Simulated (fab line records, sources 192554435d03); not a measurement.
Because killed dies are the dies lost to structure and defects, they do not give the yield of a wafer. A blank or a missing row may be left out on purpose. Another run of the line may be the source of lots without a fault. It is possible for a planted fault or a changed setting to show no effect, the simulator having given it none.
A struck lot beside a sound one | flow n5_finfet | 41 steps out of a route of 1938
Sound: wafers L509.1, L509.4, L509.6. Struck: wafer L504.5. (L504.4, L504.6 of the same lot were not struck and are left out.) The cause comes at the end.
Per side, at each step with rows, come the tool, then ch with its chambers, and then its first start. Under that, the readings that differ: sound wafers | struck wafers | difference of the means | sigmas: that difference in standard deviations of wafers without a fault.
alike: readings with means less than 2 such deviations apart, plus words and numbers identical on both sides. not compared: withheld readings, readings lacking a value on some wafer, bounds such as >300 that could conceal the same value, and numbers that have no deviation in the record and whose values overlap.
The two part at a step that has a row with sigmas, a row that says differs or no value, or rows on one side only. Numbers that have no deviation but don't overlap get no sigmas and don't part them. A reading missing from all wafers of one side parts the sides only when that side holds two or more wafers.

first, 9 steps without rows for these wafers: N5_BEOL_M4_ANNEAL_95 (time 240 s); N5_BEOL_M4_SPUTTER_96 (material Cu, target thk 4.5 nm, time 8.29 s); N5_BEOL_M4_ECD_50 (material Cu, target thk 300 nm); N5_BEOL_M4_ANNEAL_51 (time 90 s); N5_BEOL_M4_CMP_52 (polishes, stops on SiOC, t overpolish 6.8 s, target thk 40 nm); N5_BEOL_M4_PRE_CLEAN_60 (time 15 s); N5_BEOL_M4_CO_CAP_55 (material Co, precursor CCTBA/H2, target thk 2 nm, time 102.1 s); N5_BEOL_M4_PRE_CLEAN_56 (time 15 s); N5_BEOL_M4_DEP_57 (deposits SiCN from 3MS/NH3, target thk 8 nm, time 14 s).
N5_BEOL_M4_RC_MEAS_101:
  sound on prober-02 ch 0, day 11 02:33; struck on prober-02 ch 0, day 10 02:35
  reading   | sound          | struck | difference | sigmas
  VT_P (mV) | -247 -249 -247 | -255   | -7         | -2
  alike: DIBL_N, DIBL_P, IOFF_N, IOFF_P, ION_N, ION_P, SS_N, SS_P, VT_N
then, 24 steps without rows for these wafers: N5_BEOL_M5_ILD_DEP_00 (deposits SiCOH lowk from DEMS/porogen, target thk 140.64 nm, time 25.9 s); N5_BEOL_M5_CURE_79 (cures SiCOH lowk, time 240 s); N5_BEOL_M5_PECVD_70 (deposits SiO2 from TEOS/O2, target thk 16 nm, time 18 s); N5_BEOL_M5_HM_DEP_02 (deposits TiN, target thk 20 nm); N5_BEOL_M5_COAT_59 (time 60 s, resist thk 60 nm); N5_BEOL_M5_COAT_60 (time 60 s, resist thk 12 nm); N5_BEOL_M5_COAT_71 (time 60 s, resist thk 5 nm); N5_BEOL_M5_COAT_05 (resist thk 30 nm); N5_BEOL_M5_EBR_07; N5_BEOL_M5_SOFTBAKE_06 (time 60 s); N5_BEOL_M5_EXPOSE_08 (exposes mask M5, target cd 28 nm); N5_BEOL_M5_PEB_09 (peb time 60 s); N5_BEOL_M5_DEVELOP_10 (develop time 30 s); N5_BEOL_M5_DESCUM_16 (chemistry O2, time 7 s); N5_BEOL_M5_ETCH_72 (etches underlayer in N2/H2, target depth 6.5 nm, time 5.2 s); N5_BEOL_M5_ETCH_61 (etches SiARC in CF4, target depth 15.6 nm, time 26 s); N5_BEOL_M5_ETCH_62 (etches SOC in N2/H2, target depth 75 nm, overetch 15 nm, time 112.5 s); N5_BEOL_M5_STRIP_63 (strips in N2/H2); N5_BEOL_M5_STRIP_73 (strips in N2/H2); N5_BEOL_M5_STRIP_64 (strips in CF4); N5_BEOL_M5_HM_OPEN_17 (chemistry Cl2/BCl3, target TiN, target depth 20 nm, overetch 6 nm); N5_BEOL_M5_STRIP_19 (strips in O2); N5_BEOL_M5_COAT_65 (time 60 s, resist thk 60 nm); N5_BEOL_M5_COAT_66 (time 60 s, resist thk 12 nm).
N5_BEOL_M9_HM_DEP_02: deposits TiN, target thk 20 nm.
  sound: pvd_sputter-03 at day 12 23:08; struck: pvd_sputter-01 at day 11 18:01
  reading                                    | sound    | struck | difference | sigmas
  model.TiN_of_BEOL_M9_HM_DEP_02.thk_nm (nm) | 20 20 20 | 33.6   | +13.6      |
  alike: throttle_valve_pct
N5_BEOL_M9_HM_OPEN_17: chemistry Cl2/BCl3, target TiN, target depth 20 nm, overetch 6 nm.
  sound on rie_metal-02 ch 0, day 12 23:59; struck on rie_metal-03 ch 0, day 11 18:55
  reading                  | sound             | struck | difference | sigmas
  oes_product_au (a.u.)    | 0.64 0.63 0.63    | 0.98   | +0.35      | +3
  throttle_valve_pct (%)   | 22.09 22.09 22.10 | 21.81  | -0.28      | -3
  model.etch.depth_nm (nm) | 20.02 20.08 19.95 | 26.03  | +6.01      |
  alike: drypump_motor_current_A
  not compared: rf_hours_counter_h
N5_BEOL_M9_VIA_ETCH_34: etches SiCOH lowk in C4F6/O2, target depth 182.4 nm, time 68.4 s.
  sound on rie_diel-06 ch 0,1, day 13 02:47; struck on rie_diel-02 ch 1, day 11 20:20
  reading                | sound             | struck | difference | sigmas
  oes_product_au (a.u.)  | 0.67 0.84 0.68    | 0.27   | -0.46      | -5
  throttle_valve_pct (%) | 21.10 21.03 21.11 | 20.65  | -0.43      | -2
  alike: drypump_motor_current_A, rf_vpp_V, showerhead_plenum_p_Torr
  not compared: rf_hours_counter_h
N5_BEOL_M9_TRENCH_ETCH_37: etches SiCOH lowk in C4F6/O2, target depth 151.43 nm, time 49 s.
  sound: rie_diel-06 ch 0,1; struck: rie_diel-02 ch 1
  reading                                    | sound      | struck | difference | sigmas
  model.TiN_of_BEOL_M9_HM_DEP_02.thk_nm (nm) | 16 16 15.8 | 29.2   | +13.3      |
  alike: drypump_motor_current_A, oes_product_au, rf_vpp_V, showerhead_plenum_p_Torr, throttle_valve_pct
  not compared: rf_hours_counter_h
N5_BEOL_M9_OCD_MEAS_38:
  sound: ocd-01 at day 13 03:03; struck: ocd-02 at day 11 20:37
  not compared: trench_depth_nm
N5_BEOL_M9_CD_MEAS_35: target cd 70 nm, target cd y 40 nm.
  sound: cd_sem-03 at day 13 03:13; struck: cd_sem-03 at day 11 20:46
  not compared: cd_nm
-- record jumps: 3 days separate the struck wafers' starts on either side; left off in module BEOL_M9, taken up again in module PASSIVATION, whose first shown step is the route's number 1936 --
N5_PASSIVATION_PROBE_49:
  sound: prober-01 at day 15 14:15; struck: prober-02 at day 14 09:57
  reading                  | sound          | struck | difference | sigmas
  defect_limited_yield (%) | 92.9 93.5 91.3 | 0      | -93        | -66
  killed_at_M4_up          | 14 14 18       | 1101   | +1086      | +99 or more
  killed_dies              | 84 77 103      | 1180   | +1092      | +68
  killed_on_rim            | 13 7 10        | 152    | +142       | +36
  sort_bin_5_function (%)  | 4.5 3.6 5.1    | 96.9   | +92.5      | +99 or more
  sort_n_pass              | 1096 1103 1077 | 0      | -1092      | -68
  sort_yield_pct (%)       | 92.9 93.5 91.3 | 0      | -93        | -66
  alike: killed_at_M0_to_M3, killed_at_contacts, killed_at_front_end, killed_at_other, killed_open, killed_short, sort_bin_6_memory

## WHERE THEY PART
Earliest at N5_BEOL_M4_RC_MEAS_101; latest, in this record, at N5_PASSIVATION_PROBE_49.

WHY: whatever the simulator had introduced
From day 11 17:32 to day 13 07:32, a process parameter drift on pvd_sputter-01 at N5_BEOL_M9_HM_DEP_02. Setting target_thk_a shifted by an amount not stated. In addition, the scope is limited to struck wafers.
